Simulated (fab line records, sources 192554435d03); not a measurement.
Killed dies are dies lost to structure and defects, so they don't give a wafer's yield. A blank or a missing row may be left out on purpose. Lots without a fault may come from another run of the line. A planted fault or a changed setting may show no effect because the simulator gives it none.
fab line records | flow n5_finfet
record lots=6 wafers=18 last_day=18
route steps=1938 shown BEOL_M7@1293 PASSIVATION@1936
lots that met no fault: from a run of the same line without faults
start_h: hours from the record's first day to the start of the lot's first wafer shown | wait_h: hours since the lot's step before | " the same as in the row above | L1.1+2: a row that stands for several wafers | - no value, or no start given | * or withheld: withheld | < > ~ a bound
route shown NAME@n: a module of which the file shows steps, and the number in the route of the first | usual: mean/standard deviation of fault-free wafers | same: alike in all rows | chamber/n: place in a boat | sites: the reading at each site | _std_site: their standard deviation | _edge_site: outer sites' mean less inner sites' | radius_mm: how far each site lies from the wafer's centre | mask NAME#n: copy n | behind: the tool/chamber that last shaped the wafer | hold: why the lot was held/for how many hours/how that ended | device: the transistor (n, p or np) that didn't switch | end of line: the same wafers' tests at the end of the route | a step without rows: its recipe alone | killed: dies lost to structure and defects at the first sort, not the wafer's yield | map: a wafer's dies, x killed, . not, _ none there
set.NAME: the setting as run; set.NAME@STEP: as run at that earlier step | model.NAME: the simulator's own value behind a step, which no gauge read
lots at some steps of the route; a table a step, a row a wafer
services: from which hour (start_h, from the record's first day; less than 0 if before it) a tool's chamber was out of use, for how many hours, and why
## steps
# step N5_BEOL_M7_EXPOSE_25
# recipe mask_id=V6 na=0.33 source_shape=annular sigma_inner=0.4 sigma_outer=0.8 polarization=unpolarized target_cd_nm=40 dose_mj=42.5
# step N5_BEOL_M7_PEB_26
# recipe peb_temp_c=100 peb_time_s=60 resist=CAR-EUV
# step N5_BEOL_M7_DEVELOP_27
# recipe develop_time_s=30 developer=TMAH resist=CAR-EUV rinse_liquid=surfactant_rinse dry=air_spin dev_temp_c=23
# step N5_BEOL_M7_CD_MEAS_28
# recipe target_cd_nm=40 landing_energy_ev=500 detector=se_inlens
# usual cd_nm=39.91/0.22
# columns lot.wafer tool chamber start_h wait_h cd_nm
L541.2 cd_sem-02 0 229.33 - 39.92
L541.4 " 0 " " 39.90
L541.6 " 0 " " 39.97
L542.1 cd_sem-02 0 229.50 - 39.77
L542.2 " 0 " " 39.86
L542.3 " 0 " " 39.88
L549.3 cd_sem-01 0 286.57 - 39.89
L549.4 " 0 " " 40.19
L549.6 " 0 " " 39.93
L551.3 cd_sem-02 0 291.13 - 40.03
L551.4 " 0 " " 40.33
L551.5 " 0 " " 40.07
L557.1 cd_sem-03 0 331.68 - 40.05
L557.2 " 0 " " 39.76
L557.4 " 0 " " 40.05
L558.1 cd_sem-02 0 335.71 - 39.68
L558.2 " 0 " " 39.75
L558.6 " 0 " " 40.38
# step N5_BEOL_M7_OVL_MEAS_29
# recipe points_per_wafer=522
# usual V6_OVL=-0.6/0.81
# columns lot.wafer tool chamber start_h wait_h V6_OVL[nm]
L541.2 overlay-02 0 229.37 0.0 0.1
L541.4 " 0 " " -1.4
L541.6 " 0 " " -1.1
L542.1 overlay-02 0 229.53 0.0 0.7
L542.2 " 0 " " -0.4
L542.3 " 0 " " 1.8
L549.3 overlay-02 0 286.61 0.0 -0.8
L549.4 " 0 " " -1.5
L549.6 " 0 " " -1.4
L551.3 overlay-02 0 291.17 0.0 -1.6
L551.4 " 0 " " -0.2
L551.5 " 0 " " 0.0
L557.1 overlay-01 0 331.71 0.0 -1.6
L557.2 " 0 " " 0.1
L557.4 " 0 " " -1.0
L558.1 overlay-02 0 335.74 0.0 -0.2
L558.2 " 0 " " 0.2
L558.6 " 0 " " 0.3
# step N5_BEOL_M7_INSPECT_30
# recipe mode=adi inspect_instrument=brightfield
# usual raw_defect_count=382/98
# columns lot.wafer tool chamber start_h wait_h raw_defect_count
L541.2 defect_inspect-01 - 229.42 0.0 517
L541.4 " - " " 330
L541.6 " - " " 364
L542.1 defect_inspect-02 - 229.59 0.1 366
L542.2 " - " " 238
L542.3 " - " " 303
L549.3 defect_inspect-01 - 286.66 0.0 454
L549.4 " - " " 508
L549.6 " - " " 397
L551.3 defect_inspect-02 - 291.22 0.0 297
L551.4 " - " " 322
L551.5 " - " " 237
L557.1 defect_inspect-02 - 331.77 0.1 283
L557.2 " - " " 357
L557.4 " - " " 305
L558.1 defect_inspect-02 - 335.80 0.1 250
L558.2 " - " " 249
L558.6 " - " " 395
# step N5_BEOL_M7_DESCUM_33
# recipe chemistry=O2 time_s=7 source_power_w=50 bias_power_w=20 pressure_mtorr=20 rf_frequency_hz=2.712e+07 temp_c=40 resist=CAR-EUV o2_flow_sccm=225
# usual drypump_motor_current_A=5.6/0.39 oes_product_au=0.79/0.083 rf_vpp_V=242.9/1.4 showerhead_plenum_p_Torr=2.08/0.076 throttle_valve_pct=20.4/0.31
# columns lot.wafer tool chamber start_h wait_h drypump_motor_current_A oes_product_au rf_hours_counter_h rf_vpp_V showerhead_plenum_p_Torr throttle_valve_pct
L541.2 rie_diel-05 2 229.98 0.6 5.8 0.73 153 243.8 2.11 20.7
L541.4 " 1 " " 5.5 0.73 180 240.8 2.01 20.3
L541.6 " 0 " " 6.1 0.91 - 243.2 2.05 20.0
L542.1 rie_diel-04 2 230.03 0.4 5.0 0.73 189 242.1 1.99 20.4
L542.2 " 1 " " 5.0 0.67 249 243.3 2.04 20.4
L542.3 " 3 " " 5.4 0.84 49 245.0 2.23 20.0
L549.3 rie_diel-05 1 287.05 0.4 5.5 0.72 192 242.2 2.00 20.3
L549.4 " 2 " " 5.7 0.72 - 242.7 2.11 20.8
L549.6 " 1 " " 5.5 0.72 - 241.2 2.00 20.3
L551.3 rie_diel-05 0 291.25 0.0 6.1 0.88 59 241.9 2.04 20.1
L551.4 " 1 " " 5.5 0.72 - 241.8 2.00 20.3
L551.5 " 2 " " 5.8 0.71 - 243.9 2.11 20.8
L557.1 rie_diel-04 1 331.80 0.0 5.0 0.90 25 241.8 2.03 20.1
L557.2 " 0 " " 6.3 0.80 91 243.6 2.01 20.6
L557.4 " 3 " " 5.4 0.80 81 245.6 2.22 20.0
L558.1 rie_diel-03 1 336.20 0.4 4.9 0.86 54 244.7 2.13 20.4
L558.2 " 3 " " 5.9 0.83 74 244.9 2.11 20.4
L558.6 " 3 " " 5.9 0.83 - 243.4 2.11 20.4
# step N5_BEOL_M7_ETCH_72
# recipe chemistry=N2/H2 target=underlayer target_depth_a=65 mask_material=CAR-EUV time_s=5.2 ion_energy_ev=200 pressure_mtorr=30 source_w=840 bias_w=150 n2_flow_sccm=200 h2_flow_sccm=200 ends=cleared
# usual bias_w=150.0/0.48 drypump_motor_current_A=5.6/0.39 etch_rf_on_time_s=5.19/0.11 h2_flow_sccm=200.0/0.55 oes_product_au=0.68/0.068 rf_vpp_V=523.4/2.7 showerhead_plenum_p_Torr=2.52/0.088 throttle_valve_pct=17.79/0.29
# columns lot.wafer tool chamber start_h wait_h bias_w drypump_motor_current_A etch_rf_on_time_s h2_flow_sccm oes_product_au rf_hours_counter_h rf_vpp_V showerhead_plenum_p_Torr throttle_valve_pct
L541.2 rie_diel-05 2 230.01 0.0 149.8 5.7 5.32 201.0 0.62 153 523.5 2.54 18.09
L541.4 " 1 " " 150.3 5.5 5.18 199.6 0.62 180 521.9 2.41 17.53
L541.6 " 0 " " 149.4 6.1 5.24 200.4 0.76 - 522.1 2.50 17.53
L542.1 rie_diel-04 2 230.07 0.0 149.9 5.0 5.13 199.2 0.63 189 519.0 2.43 17.95
L542.2 " 1 " " 150.1 5.1 5.16 200.2 0.57 249 523.2 2.48 17.86
L542.3 " 3 " " 150.4 5.4 5.24 200.5 0.71 49 528.2 2.71 17.44
L549.3 rie_diel-05 1 287.08 0.0 150.0 5.5 5.19 199.2 0.62 192 522.2 2.41 17.54
L549.4 " 2 " " 150.3 5.8 5.27 199.2 0.61 - 525.4 2.53 18.13
L549.6 " 1 " " 150.3 5.5 5.18 199.7 0.61 - 519.0 2.41 17.57
L551.3 rie_diel-05 0 291.28 0.0 150.1 6.0 5.16 199.5 0.75 59 521.3 2.49 17.52
L551.4 " 1 " " 150.0 5.5 5.22 200.7 0.62 - 517.4 2.40 17.58
L551.5 " 2 " " 150.0 5.8 5.25 200.1 0.62 - 525.6 2.53 18.12
L557.1 rie_diel-04 1 331.84 0.0 151.2 5.0 5.11 199.7 0.74 25 522.1 2.47 17.44
L557.2 " 0 " " 150.2 6.3 5.04 199.9 0.69 91 520.5 2.47 18.18
L557.4 " 3 " " 148.9 5.4 5.23 199.5 0.69 81 529.3 2.69 17.48
L558.1 rie_diel-03 1 336.24 0.0 150.5 4.9 5.09 200.2 0.74 54 525.0 2.61 18.00
L558.2 " 3 " " 149.0 5.9 5.06 199.5 0.72 74 524.6 2.54 17.57
L558.6 " 3 " " 149.6 5.9 5.09 199.8 0.71 - 524.4 2.54 17.55
# step N5_BEOL_M7_ETCH_65
# recipe chemistry=CF4 target=SiARC target_depth_a=156 mask_material=CAR-EUV time_s=26 ion_energy_ev=80 pressure_mtorr=40 source_w=545 bias_w=36 Ar_flow_sccm=100 cf4_flow_sccm=100 ends=cleared
# usual bias_w=36.00/0.11 cf4_flow_sccm=100.03/0.27 drypump_motor_current_A=5.6/0.39 etch_rf_on_time_s=26.0/0.53 oes_product_au=0.68/0.069 rf_vpp_V=183.8/1.2 showerhead_plenum_p_Torr=2.12/0.073 throttle_valve_pct=15.52/0.25
# columns lot.wafer tool chamber start_h wait_h bias_w cf4_flow_sccm drypump_motor_current_A etch_rf_on_time_s oes_product_au rf_hours_counter_h rf_vpp_V showerhead_plenum_p_Torr throttle_valve_pct
L541.2 rie_diel-05 2 230.03 0.0 36.11 100.32 5.8 26.4 0.62 153 185.7 2.14 15.74
L541.4 " 1 " " 35.94 99.89 5.5 25.7 0.63 180 183.3 2.03 15.42
L541.6 " 0 " " 36.07 100.90 6.0 26.3 0.75 - 182.6 2.10 15.15
L542.1 rie_diel-04 2 230.08 0.0 35.97 100.48 5.0 25.6 0.63 189 183.7 2.04 15.63
L542.2 " 1 " " 36.02 99.74 5.0 26.1 0.57 249 183.6 2.10 15.76
L542.3 " 3 " " 35.93 100.32 5.4 26.1 0.71 49 186.0 2.28 15.15
L549.3 rie_diel-05 1 287.10 0.0 36.01 99.96 5.5 26.0 0.62 192 183.1 2.03 15.44
L549.4 " 2 " " 36.06 99.81 5.8 26.3 0.62 - 182.6 2.13 15.79
L549.6 " 1 " " 36.22 100.12 5.5 26.2 0.61 - 182.6 2.03 15.42
L551.3 rie_diel-05 0 291.30 0.0 35.98 99.78 6.0 26.1 0.74 59 183.4 2.09 15.18
L551.4 " 1 " " 36.10 100.04 5.5 26.0 0.61 - 182.9 2.03 15.47
L551.5 " 2 " " 36.14 99.87 5.8 26.3 0.61 - 184.1 2.13 15.78
L557.1 rie_diel-04 1 331.86 0.0 36.01 99.61 5.1 25.7 0.75 25 183.9 2.09 15.30
L557.2 " 0 " " 35.91 100.22 6.3 25.0 0.69 91 182.5 2.06 15.73
L557.4 " 3 " " 35.93 100.31 5.4 26.2 0.68 81 186.2 2.26 15.22
L558.1 rie_diel-03 1 336.25 0.0 36.11 99.90 4.9 25.5 0.74 54 185.2 2.18 15.51
L558.2 " 3 " " 35.88 99.76 5.9 25.5 0.71 74 186.5 2.18 15.57
L558.6 " 3 " " 35.97 99.82 5.9 25.8 0.71 - 183.6 2.18 15.57
# step N5_BEOL_M7_ETCH_66
# recipe chemistry=N2/H2 target=SOC target_depth_a=800 overetch_a=160 mask_material=SiARC temp_c=40 time_s=120 ion_energy_ev=200 pressure_mtorr=30 source_w=840 bias_w=150 n2_flow_sccm=200 h2_flow_sccm=200
# usual bias_w=150.0/0.46 drypump_motor_current_A=5.6/0.4 h2_flow_sccm=200.0/0.65 oes_product_au=0.61/0.058 rf_vpp_V=523.3/2.5 showerhead_plenum_p_Torr=2.52/0.088 throttle_valve_pct=17.75/0.29
# columns lot.wafer tool chamber start_h wait_h bias_w drypump_motor_current_A h2_flow_sccm oes_product_au rf_hours_counter_h rf_vpp_V showerhead_plenum_p_Torr throttle_valve_pct
L541.2 rie_diel-05 2 230.06 0.0 149.9 5.8 200.5 0.56 153 522.9 2.54 18.05
L541.4 " 1 " " 150.4 5.5 199.9 0.56 180 519.6 2.41 17.49
L541.6 " 0 " " 149.8 6.1 200.8 0.69 - 523.2 2.50 17.45
L542.1 rie_diel-04 2 230.11 0.0 150.3 5.0 201.1 0.56 189 519.6 2.43 17.90
L542.2 " 1 " " 149.5 5.0 200.3 0.51 249 522.3 2.48 17.82
L542.3 " 3 " " 150.4 5.4 199.2 0.65 49 529.6 2.71 17.39
L549.3 rie_diel-05 1 287.13 0.0 150.2 5.5 200.1 0.55 192 521.9 2.41 17.52
L549.4 " 2 " " 149.0 5.8 200.4 0.56 - 525.7 2.53 18.08
L549.6 " 1 " " 149.9 5.5 200.0 0.55 - 520.1 2.41 17.52
L551.3 rie_diel-05 0 291.33 0.0 149.8 6.1 199.5 0.67 59 522.6 2.49 17.47
L551.4 " 1 " " 149.6 5.5 199.5 0.55 - 519.4 2.41 17.52
L551.5 " 2 " " 150.1 5.8 200.3 0.56 - 523.3 2.53 18.08
L557.1 rie_diel-04 1 331.88 0.0 149.6 5.0 200.4 0.66 25 522.8 2.47 17.42
L557.2 " 0 " " 150.5 6.3 199.9 0.61 92 521.4 2.47 18.14
L557.4 " 3 " " 150.3 5.4 199.5 0.62 81 526.3 2.69 17.42
L558.1 rie_diel-03 1 336.28 0.0 150.7 4.9 199.5 0.65 54 524.3 2.61 17.97
L558.2 " 3 " " 150.1 5.8 200.9 0.63 74 523.8 2.54 17.54
L558.6 " 3 " " 149.9 5.8 200.8 0.64 - 524.5 2.54 17.51
# step N5_BEOL_M7_STRIP_69
# recipe chemistry=N2/H2 temp_c=40 n2_flow_sccm=200 h2_flow_sccm=200 rf_frequency_hz=6e+07
# step N5_BEOL_M7_STRIP_73
# recipe chemistry=N2/H2 temp_c=40 n2_flow_sccm=200 h2_flow_sccm=200 rf_frequency_hz=6e+07
# step N5_BEOL_M7_VIA_ETCH_34
# recipe chemistry=C4F6/O2 target=SiCOH_lowk target_depth_a=1255 mask_material=SOC taper_deg=4 time_s=50.5 ion_energy_ev=250 pressure_mtorr=30 source_w=345 bias_w=185 Ar_flow_sccm=300 C4F6_flow_sccm=10 O2_flow_sccm=10
# usual O2_flow_sccm=10.00/0.032 bias_w=185.0/0.56 drypump_motor_current_A=5.6/0.39 oes_product_au=0.79/0.08 rf_vpp_V=667/13 showerhead_plenum_p_Torr=2.82/0.1 throttle_valve_pct=20.81/0.26
# columns lot.wafer tool chamber start_h wait_h O2_flow_sccm bias_w drypump_motor_current_A oes_product_au rf_hours_counter_h rf_vpp_V showerhead_plenum_p_Torr throttle_valve_pct
L541.2 rie_diel-05 2 230.16 0.0 9.97 186.1 5.8 0.73 153 670 2.85 21.09
L541.4 " 1 " " 9.99 185.0 5.5 0.73 180 683 2.69 20.50
L541.6 " 0 " " 9.99 185.0 6.1 0.89 - 664 2.80 20.49
L542.1 rie_diel-04 2 230.21 0.0 10.03 184.8 5.0 0.74 189 655 2.72 20.87
L542.2 " 1 " " 10.04 185.9 5.0 0.66 249 683 2.80 21.00
L542.3 " 3 " " 10.03 185.1 5.4 0.83 49 673 3.03 20.49
L549.3 rie_diel-05 1 287.23 0.0 10.01 199.1 5.5 0.73 192 722 2.69 20.51
L549.4 " 2 " " 10.03 199.7 5.8 0.74 - 711 2.84 21.09
L549.6 " 1 " " 9.98 198.1 5.5 0.72 - 723 2.69 20.52
L551.3 rie_diel-05 0 291.43 0.0 10.04 199.6 6.1 0.89 59 703 2.79 20.54
L551.4 " 1 " " 10.03 199.6 5.5 0.73 - 723 2.68 20.54
L551.5 " 2 " " 9.93 199.5 5.8 0.73 - 709 2.84 21.11
L557.1 rie_diel-04 1 331.98 0.0 10.03 184.8 5.1 0.88 26 682 2.78 20.66
L557.2 " 0 " " 9.99 185.3 6.3 0.80 92 649 2.74 21.06
L557.4 " 3 " " 10.03 184.2 5.4 0.80 81 675 3.02 20.53
L558.1 rie_diel-03 1 336.38 0.0 9.98 185.2 4.9 0.86 54 662 2.89 20.85
L558.2 " 3 " " 10.02 185.6 5.9 0.82 75 684 2.90 20.93
L558.6 " 3 " " 10.01 185.1 5.9 0.83 - 686 2.90 20.93
# step N5_BEOL_M7_STRIP_76
# recipe chemistry=C4F6/O2 resist=SiARC rf_frequency_hz=6e+07
# step N5_PASSIVATION_PROBE_49
# usual defect_limited_yield=91.2/1.3 killed_at_M0_to_M3=34/10 killed_at_M4_up=13/4.6 killed_at_contacts=13/5.5 killed_at_front_end=41/12 killed_at_other=2.8/2.4 killed_dies=104/16 killed_open=67/12 killed_short=33/7.2 sort_bin_5_function=5.1/0.86 sort_bin_6_memory=3.3/0.62 sort_n_pass=1076/16 sort_yield_pct=91.2/1.3
# same gross_dies=1180 killed_at_back_side=0 sort_bin_4_leakage[%]=0 sort_bin_8_speed[%]=0
# columns lot.wafer tool chamber start_h wait_h defect_limited_yield[%] killed_at_M0_to_M3 killed_at_M4_up killed_at_contacts killed_at_front_end killed_at_other killed_dies killed_open killed_short sort_bin_5_function[%] sort_bin_6_memory[%] sort_n_pass sort_yield_pct[%]
L542.1 prober-01 - 317.22 0.0 92.9 29 11 6 36 2 84 56 21 4.2 2.5 1096 92.9
L542.2 prober-01 - 317.27 0.1 93.5 22 14 13 26 2 77 49 21 3.7 2.6 1103 93.5
L542.3 prober-01 - 317.32 0.1 91.8 44 13 6 34 0 97 65 28 5.7 2.5 1083 91.8
# killed by level:class
L542.1 FIN_SAQP:geometric_particle:short=9 BEOL_M1:geometric_particle:open=7 MOL_CONTACT_COAG:geometric_particle:open=6 BEOL_M2:geometric_particle:open=6 FIN_SAQP:geometric_particle:open=5 STI_FIN_REVEAL:geometric_particle:open=5 STARTING-WAFER:geometric_particle:open=5 BEOL_M4:geometric_particle:open=4
L542.2 MOL_CONTACT_COAG:geometric_particle:open=10 BEOL_M1:geometric_particle:open=7 FIN_SAQP:geometric_particle:short=6 BEOL_M4:geometric_particle:open=5 DUMMY_GATE:geometric_particle:open=4 BEOL_M2:geometric_particle:open=4 STARTING-WAFER:geometric_particle:open=4 FIN_SAQP:geometric_particle:open=3
L542.3 BEOL_M2:geometric_particle:open=9 FIN_SAQP:geometric_particle:short=8 BEOL_M4:geometric_particle:open=8 STI_FIN_REVEAL:geometric_particle:open=7 BEOL_M1:geometric_particle:open=7 BEOL_M0_SAQP:geometric_particle:short=6 BEOL_M3:geometric_particle:open=6 DUMMY_GATE:geometric_particle:open=5
## services
# columns tool chamber start_h hours kind
rie_diel-04 1 231.91 - clean
rie_diel-04 1 231.91 - consumable_replace:focus_ring
rie_diel-04 1 231.91 14.9 scheduled_down
rie_diel-04 1 231.91 14.9 vent_cycle
rie_diel-05 - 243.98 0.4 repair
rie_diel-05 1 248.26 8.4 repair
rie_diel-05 - 265.91 4.3 pm
rie_diel-05 - 283.06 1.3 repair
rie_diel-03 2 284.87 - clean
rie_diel-03 2 284.87 - consumable_replace:focus_ring
rie_diel-03 2 284.87 - consumable_replace:showerhead
rie_diel-03 2 284.87 22.5 scheduled_down
rie_diel-03 2 284.87 22.5 vent_cycle
rie_diel-04 2 310.40 11.5 repair
## key
first_sign step=N5_BEOL_M7_VIA_ETCH_34 reading=bias_w direction=up sigmas=25 usual=* struck=*
effect step=N5_BEOL_M7_VIA_ETCH_34 reading=rf_vpp_V direction=up sigmas=3.6 usual=667 struck=715
met_at N5_BEOL_M7_VIA_ETCH_34
struck_wafers L549.3,L549.4,L549.6,L551.3,L551.4,L551.5
onset_between 230.16 287.23
fault kind=process_parameter_drift tool=rie_diel-05 chamber=- onset_h=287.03 steps=N5_BEOL_M7_VIA_ETCH_34 channel=bias_w offset=* shape=step end_h=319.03 acts_in=* stated=*
